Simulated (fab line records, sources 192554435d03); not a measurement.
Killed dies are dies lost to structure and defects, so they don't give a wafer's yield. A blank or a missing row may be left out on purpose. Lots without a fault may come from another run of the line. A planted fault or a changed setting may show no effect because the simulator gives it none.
fab line records | flow n5_finfet
record lots=24 wafers=72 last_day=18
route steps=1938 shown BEOL_M11@1596 BEOL_M12@1619
lots that met no fault: from a run of the same line without faults
start_h: hours from the record's first day to the start of the lot's first wafer shown | wait_h: hours since the lot's step before | " the same as in the row above | L1.1+2: a row that stands for several wafers | - no value, or no start given | * or withheld: withheld | < > ~ a bound
route shown NAME@n: a module of which the file shows steps, and the number in the route of the first | usual: mean/standard deviation of fault-free wafers | same: alike in all rows | chamber/n: place in a boat | sites: the reading at each site | _std_site: their standard deviation | _edge_site: outer sites' mean less inner sites' | radius_mm: how far each site lies from the wafer's centre | mask NAME#n: copy n | behind: the tool/chamber that last shaped the wafer | hold: why the lot was held/for how many hours/how that ended | device: the transistor (n, p or np) that didn't switch | end of line: the same wafers' tests at the end of the route | a step without rows: its recipe alone | killed: dies lost to structure and defects at the first sort, not the wafer's yield | map: a wafer's dies, x killed, . not, _ none there
set.NAME: the setting as run; set.NAME@STEP: as run at that earlier step | model.NAME: the simulator's own value behind a step, which no gauge read
steps of the route over a sample of lots; a table a step, a row a wafer
services: from which hour (start_h, from the record's first day; less than 0 if before it) a tool's chamber was out of use, for how many hours, and why
## steps
# step N5_BEOL_M11_CMP_52
# recipe stop_on=SiCOH_lowk t_overpolish_s=7 down_force_psi=1 platen_rpm=50 clearing_platen_down_force_psi=1.5 clearing_platen_rpm=50 post_cmp_clean=cu_alkaline target_thk_nm=140 clearing_platen_pad_velocity_m_s=0.99484 pad_velocity_m_s=0.99484
# usual barrier_field_endpoint_s=29.0/0.73 motor_current_A=6.3/0.68 overpolish_run_s=6.999/0.0089 time_to_endpoint_s=67/3.1
# columns lot.wafer tool chamber start_h wait_h barrier_field_endpoint_s motor_current_A overpolish_run_s time_to_endpoint_s
L075.3 cmp-02 1 231.10 0.2 29.4 5.2 7.011 69
L075.4 " 3 " " 29.8 4.5 7.010 68
L075.5 " 2 " " 29.7 6.0 6.999 69
L074.3 cmp-03 0 233.12 0.2 29.6 6.0 6.993 67
L074.1 " 2 " " 27.6 6.8 7.003 64
L074.5 " 0 " " 28.8 6.4 6.992 67
L076.4 cmp-03 2 236.30 0.1 27.8 7.2 6.990 62
L076.2 " 0 " " 29.1 6.0 7.018 63
L076.1 " 1 " " 28.4 6.8 6.992 63
L077.4 cmp-04 3 250.59 0.2 28.1 7.6 6.996 64
L077.2 " 1 " " 28.8 6.2 6.999 66
L077.5 " 2 " " 29.0 6.1 7.008 65
L078.3 cmp-03 1 254.61 0.4 29.0 6.7 7.013 68
L078.6 " 2 " " 28.9 7.1 6.999 65
L078.5 " 3 " " 30.3 6.1 7.010 69
L079.4 cmp-03 0 261.41 0.2 28.0 5.5 6.984 64
L079.2 " 1 " " 28.6 6.5 6.993 68
L079.3 " 2 " " 28.4 6.9 7.000 68
L080.2 cmp-03 2 263.81 0.2 29.2 7.1 7.011 68
L080.4 " 0 " " 29.8 6.1 7.006 68
L080.1 " 1 " " 29.7 6.3 7.007 66
L082.4 cmp-03 2 286.57 0.1 29.6 6.8 7.006 68
L082.1 " 0 " " 29.2 5.9 6.988 69
L082.6 " 2 " " 30.4 7.0 7.000 68
L081.4 cmp-03 2 288.31 0.1 30.3 6.8 6.988 71
L081.3 " 0 " " 29.3 5.9 7.006 65
L081.1 " 1 " " 28.5 6.6 6.998 68
L083.3 cmp-04 3 294.30 0.2 27.2 7.2 7.000 61
L083.4 " 2 " " 28.8 6.7 6.993 62
L083.5 " 3 " " 27.7 7.3 7.000 58
L087.4 cmp-02 0 303.19 0.2 29.5 6.1 7.000 69
L087.3 " 2 " " 29.5 5.5 7.003 71
L087.6 " 0 " " 29.2 6.1 6.988 69
L084.2 cmp-03 2 303.33 0.2 28.8 6.7 6.992 70
L084.3 " 3 " " 29.0 6.0 6.990 69
L084.6 " 3 " " 28.9 6.2 6.989 71
L085.2 cmp-04 2 303.64 0.2 28.9 6.4 6.999 70
L085.6 " 2 " " 29.1 6.6 6.995 67
L085.5 " 3 " " 28.1 7.5 7.008 62
L086.2 cmp-02 2 306.44 0.3 29.1 5.6 7.003 71
L086.1 " 3 " " 28.4 4.4 6.992 68
L086.6 " 1 " " 28.3 5.5 7.024 65
L088.1 cmp-04 3 325.35 0.4 28.8 7.5 7.010 63
L088.3 " 0 " " 30.0 6.2 7.010 70
L088.4 " 1 " " 29.0 6.4 7.008 66
L089.3 cmp-03 3 328.71 0.2 29.1 6.1 7.012 67
L089.2 " 0 " " 29.3 5.9 7.001 65
L089.4 " 1 " " 29.9 6.5 6.993 66
L091.1 cmp-03 0 341.64 0.3 28.5 6.0 6.999 64
L091.2 " 1 " " 28.1 6.3 6.994 65
L091.6 " 3 " " 29.6 6.2 6.993 69
L090.3 cmp-04 0 343.93 0.3 29.4 6.6 7.000 68
L090.4 " 1 " " 28.2 6.7 7.010 63
L090.6 " 2 " " 29.5 6.4 7.002 67
L093.4 cmp-04 1 346.83 0.2 28.8 6.5 7.008 66
L093.5 " 2 " " 29.4 6.6 6.987 68
L093.6 " 3 " " 28.1 7.6 7.007 61
L092.4 cmp-04 1 348.31 0.2 28.6 6.3 6.993 64
L092.3 " 2 " " 29.5 6.4 7.005 66
L092.5 " 1 " " 29.1 6.1 7.006 66
L097.4 cmp-03 1 364.53 0.1 30.0 6.5 7.004 65
L097.2 " 2 " " 29.0 7.0 6.992 68
L097.6 " 1 " " 29.3 6.4 7.000 67
L095.1 cmp-02 1 368.03 0.3 29.0 5.3 6.998 65
L095.4 " 2 " " 30.3 5.6 7.007 70
L095.6 " 1 " " 29.2 5.4 7.011 65
L094.2 cmp-04 2 368.57 0.2 28.0 6.4 6.986 64
L094.6 " 2 " " 28.8 6.5 6.988 65
L094.5 " 3 " " 27.6 7.1 7.003 57
L096.2 cmp-02 3 373.17 0.2 29.5 4.5 6.982 62
L096.4 " 0 " " 30.4 6.4 7.000 67
L096.1 " 2 " " 29.6 5.7 7.011 67
# step N5_BEOL_M12_STRIP_64
# recipe chemistry=N2/H2 power_w=1000 temp_c=250 h2_frac=0.65 overash_fraction=0.3 pressure_mtorr=withheld n2_flow_sccm=1750 h2_flow_sccm=3250
# usual drypump_motor_current_A=5.7/0.71 heater_power_w=304/23 oes_product_au=0.715/0.0043 strip_time_to_endpoint_s=31.30/0.064
# same overash_fraction=0.3
# columns lot.wafer tool chamber start_h wait_h drypump_motor_current_A heater_power_w oes_product_au rf_hours_counter_h strip_time_to_endpoint_s
L075.3 plasma_asher-01 1 232.47 0.0 6.3 351 0.714 - 31.30
L075.4 " 0 " " 5.2 315 0.717 - 31.33
L075.5 " 0 " " 5.3 301 0.711 - 31.31
L074.1 plasma_asher-02 1 234.47 0.0 6.4 306 0.718 104 31.33
L074.3 " 1 " " 6.4 303 0.715 - 31.29
L074.5 " 1 " " 6.4 305 0.714 - 31.32
L076.1 plasma_asher-02 1 237.69 0.0 6.5 301 0.708 105 31.12
L076.2 " 0 " " 4.9 282 0.714 105 31.20
L076.4 " 0 " " 4.9 284 0.718 - 31.25
L077.2 plasma_asher-01 1 252.19 0.0 6.3 350 0.706 74 31.40
L077.4 " 0 " " 5.2 307 0.716 - 31.28
L077.5 " 1 " " 6.3 339 0.718 - 31.31
L078.3 plasma_asher-02 1 256.02 0.0 6.5 311 0.717 - 31.41
L078.5 " 0 " " 4.9 279 0.705 - 31.36
L078.6 " 1 " " 6.4 302 0.706 - 31.29
L079.2 plasma_asher-01 0 263.12 0.0 5.2 308 0.716 77 31.28
L079.3 " 1 " " 6.3 350 0.714 - 31.20
L079.4 " 0 " " 5.3 302 0.718 - 31.26
L080.1 plasma_asher-02 1 265.29 0.0 6.4 298 0.711 111 31.39
L080.2 " 0 " " 4.9 283 0.724 111 31.31
L080.4 " 0 " " 4.9 276 0.711 - 31.35
L082.1 plasma_asher-01 1 288.08 0.0 6.3 345 0.716 82 31.29
L082.4 " 0 " " 5.2 299 0.719 - 31.33
L082.6 " 0 " " 5.3 303 0.724 - 31.32
L081.1 plasma_asher-01 1 289.73 0.0 6.3 342 0.711 82 31.30
L081.3 " 0 " " 5.2 299 0.717 - 31.31
L081.4 " 1 " " 6.3 348 0.710 - 31.28
L083.3 plasma_asher-02 1 295.94 0.0 6.4 305 0.718 - 31.42
L083.4 " 0 " " 4.9 279 0.716 - 31.38
L083.5 " 0 " " 4.9 285 0.714 - 31.27
L087.3 plasma_asher-02 1 304.53 0.0 6.4 305 0.716 - 31.30
L087.4 " 0 " " 4.9 274 0.716 - 31.27
L087.6 " 1 " " 6.4 314 0.704 - 31.32
L084.2 plasma_asher-02 0 305.05 0.0 4.9 284 0.713 120 31.27
L084.3 " 0 " " 4.9 283 0.714 - 31.27
L084.6 " 1 " " 6.4 313 0.721 - 31.34
L085.2 plasma_asher-02 0 305.17 0.0 4.9 282 0.718 120 31.26
L085.5 " 0 " " 4.9 281 0.714 - 31.26
L085.6 " 1 " " 6.4 309 0.710 - 31.35
L086.1 plasma_asher-02 1 308.10 0.0 6.4 310 0.717 122 31.33
L086.2 " 0 " " 4.9 281 0.714 122 31.32
L086.6 " 1 " " 6.4 312 0.718 - 31.41
L088.1 plasma_asher-02 0 326.94 0.0 4.9 280 0.715 125 31.25
L088.3 " 1 " " 6.4 303 0.718 - 31.34
L088.4 " 0 " " 4.9 282 0.713 - 31.29
L089.2 plasma_asher-02 0 330.14 0.0 4.9 269 0.721 125 31.24
L089.3 " 0 " " 4.9 278 0.719 - 31.19
L089.4 " 1 " " 6.4 312 0.711 - 31.21
L091.1 plasma_asher-02 0 343.11 0.0 4.9 282 0.706 128 31.17
L091.2 " 1 " " 6.4 310 0.718 128 31.15
L091.6 " 0 " " 4.9 278 0.721 - 31.30
L090.3 plasma_asher-02 0 345.23 0.0 4.9 276 0.718 - 31.38
L090.4 " 1 " " 6.4 302 0.711 - 31.40
L090.6 " 0 " " 4.9 286 0.713 - 31.33
L093.4 plasma_asher-02 1 348.21 0.0 6.4 312 0.718 - 31.26
L093.5 " 0 " " 4.9 281 0.714 - 31.29
L093.6 " 1 " " 6.4 301 0.714 - 31.30
L092.3 plasma_asher-02 0 349.93 0.0 4.9 276 0.716 - 31.17
L092.4 " 1 " " 6.4 312 0.712 - 31.16
L092.5 " 0 " " 4.9 276 0.714 - 31.21
L097.2 plasma_asher-02 1 366.01 0.0 6.5 303 0.714 133 31.28
L097.4 " 1 " " 6.4 309 0.709 - 31.29
L097.6 " 0 " " 4.9 273 0.713 - 31.31
L095.1 plasma_asher-01 0 369.38 0.0 5.2 308 0.725 96 31.29
L095.4 " 0 " " 5.2 311 0.716 - 31.33
L095.6 " 1 " " 6.3 340 0.723 - 31.27
L094.2 plasma_asher-01 1 369.99 0.0 6.3 347 0.714 97 31.30
L094.5 " 0 " " 5.2 316 0.714 - 31.27
L094.6 " 1 " " 6.3 350 0.719 - 31.35
L096.1 plasma_asher-01 1 374.70 0.0 6.3 344 0.718 97 31.33
L096.2 " 0 " " 5.2 304 0.711 97 31.30
L096.4 " 1 " " 6.3 350 0.722 - 31.34
# step N5_BEOL_M12_CD_MEAS_28
# recipe target_cd_nm=160.2 landing_energy_ev=500 detector=se_inlens polarity=opening
# usual cd_nm=160.9/1.4
# columns lot.wafer tool chamber start_h wait_h cd_nm
L075.3 cd_sem-03 0 233.05 - 160.2
L075.4 " 0 " " 158.9
L075.5 " 0 " " 158.9
L074.1 cd_sem-02 0 234.95 - 162.1
L074.3 " 0 " " 163.2
L074.5 " 0 " " 161.2
L076.1 cd_sem-01 0 238.68 - 162.7
L076.2 " 0 " " 160.4
L076.4 " 0 " " 160.4
L077.2 cd_sem-03 0 252.79 - 162.6
L077.4 " 0 " " 161.1
L077.5 " 0 " " 162.2
L078.3 cd_sem-01 0 256.60 - 158.8
L078.5 " 0 " " 160.6
L078.6 " 0 " " 159.9
L079.2 cd_sem-02 0 263.59 - 160.1
L079.3 " 0 " " 158.3
L079.4 " 0 " " 159.2
L080.1 cd_sem-02 0 265.89 - 163.7
L080.2 " 0 " " 163.9
L080.4 " 0 " " 162.6
L082.1 cd_sem-03 0 288.55 - 160.5
L082.4 " 0 " " 160.6
L082.6 " 0 " " 159.9
L081.1 cd_sem-02 0 290.20 - 162.1
L081.3 " 0 " " 160.9
L081.4 " 0 " " 161.7
L083.3 cd_sem-02 0 296.52 - 161.4
L083.4 " 0 " " 160.7
L083.5 " 0 " " 160.0
L087.3 cd_sem-03 0 305.11 - 161.9
L087.4 " 0 " " 160.7
L087.6 " 0 " " 161.9
L084.2 cd_sem-03 0 305.64 - 160.9
L084.3 " 0 " " 161.4
L084.6 " 0 " " 159.9
L085.2 cd_sem-03 0 305.81 - 161.1
L085.5 " 0 " " 160.6
L085.6 " 0 " " 160.9
L086.1 cd_sem-02 0 308.70 - 161.0
L086.2 " 0 " " 161.1
L086.6 " 0 " " 160.4
L088.1 cd_sem-03 0 327.41 - 161.5
L088.3 " 0 " " 159.9
L088.4 " 0 " " 159.9
L089.2 cd_sem-02 0 330.74 - 159.9
L089.3 " 0 " " 161.1
L089.4 " 0 " " 162.8
L091.1 cd_sem-03 0 343.71 - 161.9
L091.2 " 0 " " 159.5
L091.6 " 0 " " 160.8
L090.3 cd_sem-03 0 345.68 - 159.6
L090.4 " 0 " " 159.1
L090.6 " 0 " " 160.1
L093.4 cd_sem-01 0 348.79 - 159.9
L093.5 " 0 " " 158.6
L093.6 " 0 " " 159.4
L092.3 cd_sem-02 0 350.39 - 161.6
L092.4 " 0 " " 161.6
L092.5 " 0 " " 161.6
L097.2 cd_sem-01 0 366.61 - 163.0
L097.4 " 0 " " 160.7
L097.6 " 0 " " 160.0
L095.1 cd_sem-01 0 369.86 - 160.9
L095.4 " 0 " " 159.4
L095.6 " 0 " " 160.0
L094.2 cd_sem-01 0 370.46 - 161.2
L094.5 " 0 " " 161.2
L094.6 " 0 " " 163.2
L096.1 cd_sem-01 0 375.19 - 159.9
L096.2 " 0 " " 162.3
L096.4 " 0 " " 158.9
# step N5_BEOL_M12_INSPECT_30
# recipe mode=adi inspect_instrument=macro
# usual raw_defect_count=2.1/1.5
# columns lot.wafer tool chamber start_h wait_h raw_defect_count
L075.3 defect_inspect-02 - 233.10 0.0 1
L075.4 " - " " 0
L075.5 " - " " 0
L074.1 defect_inspect-02 - 235.00 0.0 2
L074.3 " - " " 0
L074.5 " - " " 1
L076.1 defect_inspect-01 - 238.74 0.0 1
L076.2 " - " " 1
L076.4 " - " " 2
L077.2 defect_inspect-02 - 252.85 0.0 5
L077.4 " - " " 0
L077.5 " - " " 2
L078.3 defect_inspect-02 - 256.66 0.0 4
L078.5 " - " " 0
L078.6 " - " " 2
L079.2 defect_inspect-01 - 263.65 0.0 0
L079.3 " - " " 2
L079.4 " - " " 4
L080.1 defect_inspect-01 - 265.96 0.0 4
L080.2 " - " " 5
L080.4 " - " " 1
L082.1 defect_inspect-01 - 288.61 0.0 1
L082.4 " - " " 1
L082.6 " - " " 2
L081.1 defect_inspect-01 - 290.26 0.0 2
L081.3 " - " " 1
L081.4 " - " " 2
L083.3 defect_inspect-02 - 296.57 0.0 3
L083.4 " - " " 3
L083.5 " - " " 2
L087.3 defect_inspect-01 - 305.16 0.0 2
L087.4 " - " " 1
L087.6 " - " " 2
L084.2 defect_inspect-02 - 305.70 0.0 2
L084.3 " - " " 4
L084.6 " - " " 3
L085.2 defect_inspect-02 - 305.86 0.0 2
L085.5 " - " " 5
L085.6 " - " " 3
L086.1 defect_inspect-01 - 308.75 0.0 5
L086.2 " - " " 2
L086.6 " - " " 3
L088.1 defect_inspect-02 - 327.47 0.0 2
L088.3 " - " " 3
L088.4 " - " " 2
L089.2 defect_inspect-01 - 330.80 0.0 1
L089.3 " - " " 1
L089.4 " - " " 1
L091.1 defect_inspect-02 - 343.76 0.0 1
L091.2 " - " " 2
L091.6 " - " " 0
L090.3 defect_inspect-02 - 345.74 0.0 1
L090.4 " - " " 2
L090.6 " - " " 3
L093.4 defect_inspect-02 - 348.84 0.0 3
L093.5 " - " " 1
L093.6 " - " " 4
L092.3 defect_inspect-01 - 350.44 0.0 4
L092.4 " - " " 0
L092.5 " - " " 4
L097.2 defect_inspect-02 - 366.66 0.0 6
L097.4 " - " " 1
L097.6 " - " " 2
L095.1 defect_inspect-01 - 369.91 0.0 2
L095.4 " - " " 1
L095.6 " - " " 3
L094.2 defect_inspect-01 - 370.51 0.0 4
L094.5 " - " " 4
L094.6 " - " " 3
L096.1 defect_inspect-01 - 375.25 0.0 2
L096.2 " - " " 3
L096.4 " - " " 1
# step N5_BEOL_M12_SPUTTER_45
# recipe material=Cu target_thk_a=800 temp_c=-20 bias_v=60 power_w=26000 chamber_pressure_pa=0.13 time_s=13.33
# usual susceptor_temp_C=-19.98/0.11 throttle_valve_pct=29.9/1.1
# columns lot.wafer tool chamber start_h wait_h susceptor_temp_C throttle_valve_pct
L075.3 pvd_sputter-01 - 237.10 0.0 -19.84 30.0
L075.4 " - " " -20.00 30.4
L075.5 " - " " -19.91 30.7
L074.1 pvd_sputter-03 - 239.10 0.0 -19.89 30.2
L074.3 " - " " -19.89 28.6
L074.5 " - " " -19.97 29.4
L076.1 pvd_sputter-01 - 240.28 0.0 -20.05 29.0
L076.2 " - " " -19.98 30.1
L076.4 " - " " -19.91 29.2
L077.2 pvd_sputter-01 - 255.04 0.0 -19.87 30.4
L077.4 " - " " -20.02 30.4
L077.5 " - " " -19.80 29.0
L078.3 pvd_sputter-02 - 260.12 0.0 -20.00 33.0
L078.5 " - " " -20.06 32.6
L078.6 " - " " -20.03 29.3
L080.1 pvd_sputter-01 - 267.46 0.0 -20.09 28.9
L080.2 " - " " -20.01 28.8
L080.4 " - " " -19.86 30.3
L079.2 pvd_sputter-02 - 267.46 0.0 -19.93 32.8
L079.3 " - " " -20.16 29.3
L079.4 " - " " -20.21 29.8
L082.1 pvd_sputter-03 - 291.76 0.0 -20.05 30.5
L082.4 " - " " -20.07 30.1
L082.6 " - " " -20.05 30.1
L081.1 pvd_sputter-03 - 292.94 0.0 -19.91 30.6
L081.3 " - " " -20.10 30.0
L081.4 " - " " -19.85 28.7
L083.3 pvd_sputter-03 - 299.64 0.0 -20.01 30.1
L083.4 " - " " -19.89 29.2
L083.5 " - " " -20.01 30.3
L087.3 pvd_sputter-03 - 308.44 0.0 -20.00 30.6
L087.4 " - " " -20.01 28.5
L087.6 " - " " -20.01 29.4
L084.2 pvd_sputter-02 - 309.06 0.0 -20.11 29.7
L084.3 " - " " -20.08 29.3
L084.6 " - " " -20.02 32.9
L085.2 pvd_sputter-03 - 309.32 0.0 -20.08 28.9
L085.5 " - " " -20.13 29.3
L085.6 " - " " -19.88 30.6
L086.1 pvd_sputter-02 - 311.52 0.0 -19.88 32.6
L086.2 " - " " -20.08 29.7
L086.6 " - " " -19.78 29.3
L088.1 pvd_sputter-03 - 330.45 0.0 -19.85 30.1
L088.3 " - " " -19.91 29.5
L088.4 " - " " -20.17 31.0
L089.2 pvd_sputter-02 - 334.40 0.0 -20.12 29.5
L089.3 " - " " -19.88 32.8
L089.4 " - " " -20.13 29.6
L091.1 pvd_sputter-01 - 346.48 0.0 -20.03 30.3
L091.2 " - " " -19.98 28.8
L091.6 " - " " -19.84 30.5
L090.3 pvd_sputter-01 - 347.40 0.0 -20.00 30.2
L090.4 " - " " -19.98 28.9
L090.6 " - " " -19.82 30.5
L092.3 pvd_sputter-02 - 352.22 0.0 -19.93 29.7
L092.4 " - " " -20.23 28.9
L092.5 " - " " -19.86 29.5
L093.4 pvd_sputter-01 - 357.11 0.0 -20.05 30.4
L093.5 " - " " -19.82 30.2
L093.6 " - " " -20.01 28.8
L097.2 pvd_sputter-01 - 369.80 0.0 -19.79 28.8
L097.4 " - " " -19.91 29.1
L097.6 " - " " -20.17 30.2
L095.1 pvd_sputter-02 - 372.85 0.0 -19.98 29.3
L095.4 " - " " -19.98 29.5
L095.6 " - " " -19.91 29.5
L094.2 pvd_sputter-02 - 374.71 0.0 -19.84 29.9
L094.5 " - " " -19.99 33.0
L094.6 " - " " -19.79 29.4
L096.1 pvd_sputter-01 - 385.98 0.0 -19.78 29.0
L096.2 " - " " -19.94 29.1
L096.4 " - " " -20.11 30.2
# step N5_BEOL_M12_INSPECT_55
# recipe inspect_instrument=darkfield mode=post_dep
# usual raw_defect_count=67/25
# columns lot.wafer tool chamber start_h wait_h raw_defect_count
L075.3 defect_inspect-01 - 238.12 0.0 89
L075.4 " - " " 96
L075.5 " - " " 96
L074.1 defect_inspect-02 - 240.15 0.0 40
L074.3 " - " " 28
L074.5 " - " " 48
L076.1 defect_inspect-02 - 241.35 0.0 92
L076.2 " - " " 63
L076.4 " - " " 59
L077.2 defect_inspect-02 - 256.92 0.0 37
L077.4 " - " " 63
L077.5 " - " " 49
L078.3 defect_inspect-01 - 261.18 0.0 84
L078.5 " - " " 66
L078.6 " - " " 55
L080.1 defect_inspect-01 - 269.07 0.0 47
L080.2 " - " " 28
L080.4 " - " " 62
L079.2 defect_inspect-02 - 269.15 0.0 117
L079.3 " - " " 100
L079.4 " - " " 88
L082.1 defect_inspect-01 - 292.76 0.0 118
L082.4 " - " " 126
L082.6 " - " " 81
L081.1 defect_inspect-01 - 293.96 0.0 57
L081.3 " - " " 174
L081.4 " - " " 75
L083.3 defect_inspect-02 - 300.65 0.0 96
L083.4 " - " " 80
L083.5 " - " " 121
L087.3 defect_inspect-02 - 309.67 0.0 35
L087.4 " - " " 47
L087.6 " - " " 30
L084.2 defect_inspect-01 - 310.41 0.0 53
L084.3 " - " " 67
L084.6 " - " " 52
L085.2 defect_inspect-02 - 310.63 0.0 41
L085.5 " - " " 39
L085.6 " - " " 30
L086.1 defect_inspect-02 - 312.82 0.0 55
L086.2 " - " " 54
L086.6 " - " " 51
L088.1 defect_inspect-02 - 331.46 0.0 74
L088.3 " - " " 73
L088.4 " - " " 59
L089.2 defect_inspect-01 - 335.68 0.0 69
L089.3 " - " " 47
L089.4 " - " " 65
L091.1 defect_inspect-01 - 347.50 0.0 73
L091.2 " - " " 64
L091.6 " - " " 83
L090.3 defect_inspect-01 - 348.44 0.0 34
L090.4 " - " " 51
L090.6 " - " " 47
L092.3 defect_inspect-01 - 353.69 0.0 27
L092.4 " - " " 51
L092.5 " - " " 63
L093.4 defect_inspect-02 - 358.80 0.0 43
L093.5 " - " " 71
L093.6 " - " " 70
L097.2 defect_inspect-01 - 370.80 0.0 67
L097.4 " - " " 76
L097.6 " - " " 112
L095.1 defect_inspect-02 - 373.95 0.0 30
L095.4 " - " " 51
L095.6 " - " " 65
L094.2 defect_inspect-02 - 375.83 0.0 65
L094.5 " - " " 64
L094.6 " - " " 61
L096.1 defect_inspect-02 - 387.01 0.0 92
L096.2 " - " " 78
L096.4 " - " " 45
## services
# columns tool chamber start_h hours kind
cmp-02 - 207.32 1.2 repair
cmp-02 - 233.94 0.3 repair
cmp-04 - 251.68 0.3 repair
cmp-02 - 258.82 0.9 repair
plasma_asher-01 - 273.31 0.4 repair
plasma_asher-02 - 284.54 2.8 pm
plasma_asher-01 - 294.33 2.8 pm
plasma_asher-01 - 300.80 5.8 repair
cmp-02 - 306.59 4.0 pm
cmp-04 - 308.40 3.7 repair
cmp-03 - 315.02 3.0 repair
cmp-04 - 320.72 3.0 repair
cmp-02 - 321.94 1.4 repair
cmp-03 - 323.98 3.5 pm
cmp-04 - 338.94 4.8 pm
pvd_sputter-02 - 339.95 2.2 repair
cmp-02 - 347.76 4.8 pm
pvd_sputter-03 - 368.00 0.7 repair
cmp-03 - 368.90 0.3 repair
pvd_sputter-03 - 372.32 1.7 repair
cmp-03 - 373.09 4.0 pm
cmp-04 - 375.86 0.8 repair
pvd_sputter-03 - 377.74 8.1 repair
pvd_sputter-01 - 377.90 0.6 repair
## key
fault none
